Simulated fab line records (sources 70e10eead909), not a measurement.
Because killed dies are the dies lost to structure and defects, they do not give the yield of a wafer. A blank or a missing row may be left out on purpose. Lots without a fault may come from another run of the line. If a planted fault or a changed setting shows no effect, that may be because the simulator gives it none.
fab line records	flow nand_harc	part 2 of 2: steps 5 to 6 of 6
record lots=23	wafers=69	last_day=24
route steps=1159 shown A_CHANNEL_FILL_D1@495 A_STAIRCASE@548
lots untouched by any fault: they come from a run of this same line in which no faults occurred
start_h: the number of hours between the record's first day and the start of the first shown wafer of the lot	wait_h: time in hours since the lot's previous step	" as in the row above	L1.1+2: several wafers, shown together as one row	- either no value or no given start	* or withheld: withheld	< > ~ a bound
route shown NAME@n: NAME is a module with steps in the file, n the number in the route of the first one	usual: average and standard deviation across the fault-free wafers	same: alike in all rows	chamber/n: place in a boat	sites: per-site readings	_std_site: the standard deviation of these	_edge_site: mean of outer sites minus mean of inner sites	radius_mm: how far each site lies from the wafer's centre	mask NAME#n: copy n	behind: tool/chamber where the wafer was last shaped	hold: cause of the lot's hold/its duration in hours/its outcome	device: which transistor (n, p or np) failed to switch	end of line: the same wafers' tests at the end of the route	where a step has no rows: the recipe by itself	killed: dies lost to structure and defects at the first sort, not the wafer's yield	map: a wafer's dies, marking killed ones x, the rest . and places with no die _
set.NAME: setting as actually run; set.NAME@STEP: the setting as run at that earlier step	model.NAME: the simulator's own value behind a step, which no gauge read
route steps across a sampled set of lots; one table per step, one row per wafer
services: the hour from which a tool's chamber was out of use, counted from the record's first day as start_h (under 0 if before that day), plus the number of hours and why
## steps
# step NHARC_A_STAIRCASE_ETCH_194
# recipe target_depth_a=1000	time_s=40.5	ion_energy_ev=400	c4f8_flow_sccm=20	o2_flow_sccm=10	ar_flow_sccm=withheld	rf_w=600	bias_w=1000	chemistry=C4F8/O2
# usual oes_product_au=0.946/0.012	rf_vpp_V=897/3.8
# same time_s=40.5
lot.wafer	tool	chamber	start_h	wait_h	oes_product_au	rf_hours_counter_h	rf_vpp_V
L074.2	rie_diel-09	3	-	-	0.946	62	892
L074.6	"	2	"	"	0.928	-	897
L074.4	"	3	"	"	0.937	-	892
L076.4	rie_diel-11	1	-	-	0.964	13	889
L076.5	"	3	"	"	0.949	-	895
L076.6	"	0	"	"	0.953	-	897
L075.1	rie_diel-04	1	-	-	0.936	48	901
L075.2	"	2	"	"	0.954	46	901
L075.6	"	3	"	"	0.957	-	895
L078.4	rie_diel-11	0	-	-	0.936	23	897
L078.2	"	1	"	"	0.932	22	889
L078.5	"	1	"	"	0.929	-	889
L077.3	rie_diel-11	3	-	-	0.933	21	894
L077.1	"	0	"	"	0.942	23	896
L077.5	"	3	"	"	0.937	-	894
L079.4	rie_diel-11	1	-	-	0.951	28	889
L079.5	"	1	"	"	0.954	-	889
L079.6	"	2	"	"	0.950	-	898
L080.4	rie_diel-09	0	-	-	0.935	5	902
L080.6	"	0	"	"	0.939	-	903
L080.5	"	1	"	"	0.923	-	901
L082.2	rie_diel-11	3	-	-	0.937	29	893
L082.1	"	0	"	"	0.958	32	896
L082.4	"	2	"	"	0.943	29	902
L081.1	rie_diel-11	0	-	-	0.958	32	895
L081.3	"	1	"	"	0.945	31	890
L081.6	"	3	"	"	0.936	-	894
L084.1	rie_diel-11	3	-	-	0.941	35	893
L084.3	"	0	"	"	0.949	38	897
L084.2	"	1	"	"	0.953	35	891
L083.2	rie_diel-04	0	-	-	0.955	3	901
L083.3	"	2	"	"	0.956	2	901
L083.1	"	3	"	"	0.944	3	895
L085.2	rie_diel-04	2	-	-	0.970	4	900
L085.1	"	3	"	"	0.958	4	895
L085.5	"	2	"	"	0.965	-	901
L086.4	rie_diel-04	2	-	-	0.947	6	901
L086.3	"	3	"	"	0.959	5	895
L086.5	"	0	"	"	0.950	-	899
L087.1	rie_diel-04	1	-	-	0.962	5	901
L087.2	"	2	"	"	0.947	6	901
L087.6	"	1	"	"	0.959	-	902
L088.1	rie_diel-09	3	-	-	0.946	26	892
L088.6	"	3	"	"	0.959	-	891
L088.5	"	0	"	"	0.954	-	902
L089.4	rie_diel-04	3	-	-	0.944	13	894
L089.1	"	0	"	"	0.961	14	900
L089.5	"	3	"	"	0.951	-	895
L090.1	rie_diel-11	0	-	-	0.953	51	895
L090.6	"	2	"	"	0.949	-	901
L090.5	"	3	"	"	0.950	-	894
L091.4	rie_diel-04	3	-	-	0.947	17	894
L091.1	"	2	"	"	0.942	19	901
L091.5	"	3	"	"	0.945	-	895
L092.1	rie_diel-11	3	-	-	0.945	56	895
L092.3	"	1	"	"	0.961	54	890
L092.5	"	3	"	"	0.935	-	894
L093.3	rie_diel-09	3	-	-	0.955	33	891
L093.2	"	0	"	"	0.952	35	902
L093.6	"	3	"	"	0.948	-	890
L094.2	rie_diel-11	0	-	-	0.934	59	895
L094.5	"	0	"	"	0.939	-	896
L094.4	"	3	"	"	0.926	-	894
L096.2	rie_diel-09	1	-	-	0.936	37	900
L096.4	"	3	"	"	0.950	37	892
L096.5	"	1	"	"	0.927	-	901
L097.2	rie_diel-09	2	-	-	0.938	36	896
L097.3	"	3	"	"	0.960	38	891
L097.1	"	0	"	"	0.946	39	901
# step NHARC_A_STAIRCASE_DESCUM_219
# recipe time_s=3	o2_flow_sccm=200	ar_flow_sccm=0	bias_power_w=0	chemistry=O2
# usual drypump_motor_current_A=5.7/0.43	oes_product_au=1.004/0.0093	rf_vpp_V=57.9/0.9	showerhead_plenum_p_Torr=1.94/0.062	throttle_valve_pct=11.311/0.0092
# same time_s=3
lot.wafer	tool	chamber	start_h	wait_h	drypump_motor_current_A	oes_product_au	rf_hours_counter_h	rf_vpp_V	showerhead_plenum_p_Torr	throttle_valve_pct
L076.4	rie_diel-04	3	243.77	-	6.0	1.015	47	57.2	1.90	11.331
L076.5	"	0	"	"	5.8	0.996	-	58.6	1.99	11.316
L076.6	"	1	"	"	5.2	0.987	-	59.3	2.01	11.302
L074.2	rie_diel-04	2	244.64	-	5.6	1.016	44	57.6	2.00	11.313
L074.4	"	3	"	"	6.1	1.020	48	56.7	1.90	11.336
L074.6	"	3	"	"	6.1	1.021	-	57.4	1.90	11.305
L075.1	rie_diel-04	2	254.66	-	5.6	1.020	48	57.2	2.00	11.316
L075.2	"	0	"	"	5.8	1.005	50	58.7	1.99	11.315
L075.6	"	1	"	"	5.2	1.004	-	57.3	2.01	11.293
L078.4	rie_diel-04	1	263.68	-	5.2	0.998	52	58.3	2.00	11.316
L078.2	"	0	"	"	5.8	1.007	53	56.6	1.99	11.314
L078.5	"	2	"	"	5.6	1.009	-	58.5	2.00	11.334
L077.3	rie_diel-11	1	263.96	-	5.3	1.001	22	55.8	1.82	11.324
L077.1	"	3	"	"	5.0	0.988	22	56.8	1.90	11.314
L077.5	"	1	"	"	5.3	1.006	-	57.1	1.82	11.323
L079.4	rie_diel-09	0	275.47	-	5.5	0.997	6	59.0	2.01	11.309
L079.6	"	2	"	"	5.4	1.002	-	59.1	1.93	11.296
L079.5	"	3	"	"	5.8	1.004	-	56.8	1.85	11.301
L080.4	rie_diel-09	2	276.45	-	5.4	1.008	6	58.5	1.93	11.307
L080.5	"	0	"	"	5.5	1.007	-	59.3	2.01	11.319
L080.6	"	1	"	"	6.7	0.980	-	59.2	2.01	11.314
L082.1	rie_diel-11	1	283.76	-	5.3	1.005	31	57.8	1.81	11.314
L082.4	"	3	"	"	5.0	0.996	30	57.6	1.89	11.314
L082.2	"	0	"	"	6.0	1.012	33	58.4	1.91	11.321
L081.3	rie_diel-04	1	284.34	-	5.2	0.993	61	58.4	2.00	11.299
L081.1	"	3	"	"	6.1	1.004	62	57.9	1.90	11.311
L081.6	"	1	"	"	5.2	1.001	-	59.2	2.00	11.317
L084.2	rie_diel-11	3	297.59	-	5.0	1.000	36	58.9	1.89	11.305
L084.1	"	1	"	"	5.3	1.007	37	57.5	1.81	11.317
L084.3	"	2	"	"	6.0	1.007	36	58.8	1.97	11.325
L083.2	rie_diel-11	0	303.82	-	6.0	1.023	42	58.9	1.91	11.323
L083.1	"	1	"	"	5.3	1.010	40	58.0	1.81	11.314
L083.3	"	3	"	"	5.0	1.012	40	59.3	1.89	11.309
L085.1	rie_diel-11	2	310.20	-	6.0	1.022	42	57.7	1.97	11.308
L085.2	"	0	"	"	6.0	1.022	42	58.2	1.91	11.318
L085.5	"	2	"	"	6.0	1.016	-	57.1	1.97	11.289
L086.4	rie_diel-04	0	313.81	-	5.8	0.999	7	56.9	1.98	11.327
L086.3	"	1	"	"	5.2	1.008	5	58.7	2.00	11.300
L086.5	"	2	"	"	5.6	1.006	-	57.1	1.99	11.297
L087.2	rie_diel-09	1	315.04	-	6.7	0.989	20	57.7	2.00	11.305
L087.1	"	2	"	"	5.4	1.002	17	58.6	1.93	11.314
L087.6	"	1	"	"	6.7	0.977	-	58.7	2.00	11.321
L088.1	rie_diel-04	1	335.83	-	5.2	1.004	13	58.3	2.00	11.308
L088.5	"	3	"	"	6.0	0.989	-	56.7	1.90	11.322
L088.6	"	0	"	"	5.8	1.009	-	58.6	1.98	11.296
L089.1	rie_diel-04	1	336.68	-	5.2	1.002	13	57.6	2.00	11.308
L089.4	"	2	"	"	5.6	1.016	15	57.0	1.99	11.308
L089.5	"	2	"	"	5.6	1.009	-	56.9	1.99	11.319
L090.1	rie_diel-11	2	336.96	-	6.0	0.994	50	57.8	1.97	11.309
L090.5	"	3	"	"	5.0	0.999	-	58.4	1.89	11.307
L090.6	"	0	"	"	6.0	1.014	-	56.2	1.90	11.314
L091.4	rie_diel-04	3	349.97	-	6.1	0.991	18	58.3	1.89	11.311
L091.1	"	2	"	"	5.6	1.009	20	57.5	1.99	11.288
L091.5	"	0	"	"	5.7	1.000	-	58.3	1.98	11.308
L092.1	rie_diel-04	3	350.93	-	6.1	1.012	18	57.2	1.89	11.292
L092.3	"	1	"	"	5.2	1.009	18	58.4	2.00	11.316
L092.5	"	0	"	"	5.8	0.996	-	56.9	1.98	11.315
L094.4	rie_diel-09	1	363.18	-	6.7	1.003	34	58.7	2.00	11.313
L094.2	"	0	"	"	5.5	1.017	36	59.5	2.00	11.312
L094.5	"	2	"	"	5.4	0.998	-	59.0	1.93	11.321
L093.2	rie_diel-09	2	364.47	-	5.4	0.994	34	57.9	1.92	11.289
L093.3	"	3	"	"	5.7	1.001	36	58.1	1.84	11.323
L093.6	"	3	"	"	5.8	0.997	-	58.1	1.84	11.315
L096.4	rie_diel-09	1	371.50	-	6.8	0.998	40	59.2	2.00	11.295
L096.2	"	2	"	"	5.4	0.996	38	57.5	1.92	11.304
L096.5	"	0	"	"	5.5	1.009	-	55.6	2.00	11.319
L097.3	rie_diel-04	0	373.93	-	5.8	0.986	28	57.6	1.97	11.313
L097.1	"	2	"	"	5.6	1.003	31	58.6	1.99	11.291
L097.2	"	3	"	"	6.0	0.990	30	58.5	1.89	11.314
## services
tool	chamber	start_h	hours	kind
rie_diel-11	-	190.85	9.0	pm
rie_diel-11	0	190.85	9.0	vent_cycle
rie_diel-11	1	190.85	9.0	vent_cycle
rie_diel-11	2	190.85	9.0	vent_cycle
rie_diel-11	3	190.85	9.0	vent_cycle
rie_diel-11	0	199.85	-	clean
rie_diel-11	1	199.85	-	clean
rie_diel-11	2	199.85	-	clean
rie_diel-11	3	199.85	-	clean
rie_diel-11	1	223.95	4.9	repair
rie_diel-11	0	224.63	-	clean
rie_diel-11	2	224.63	-	clean
rie_diel-11	3	224.63	-	clean
rie_diel-09	0	238.59	5.8	repair
rie_diel-11	0	249.13	-	clean
rie_diel-11	1	249.13	-	clean
rie_diel-09	-	254.10	9.0	pm
rie_diel-04	1	285.68	14.8	repair
rie_diel-04	-	288.90	9.0	pm
rie_diel-09	-	303.60	1.2	repair
rie_diel-11	0	306.40	2.2	repair
ald_sin_batch-03	-	314.00	26.0	pm
rie_diel-11	1	352.19	8.8	repair
rie_diel-11	-	367.85	9.0	pm
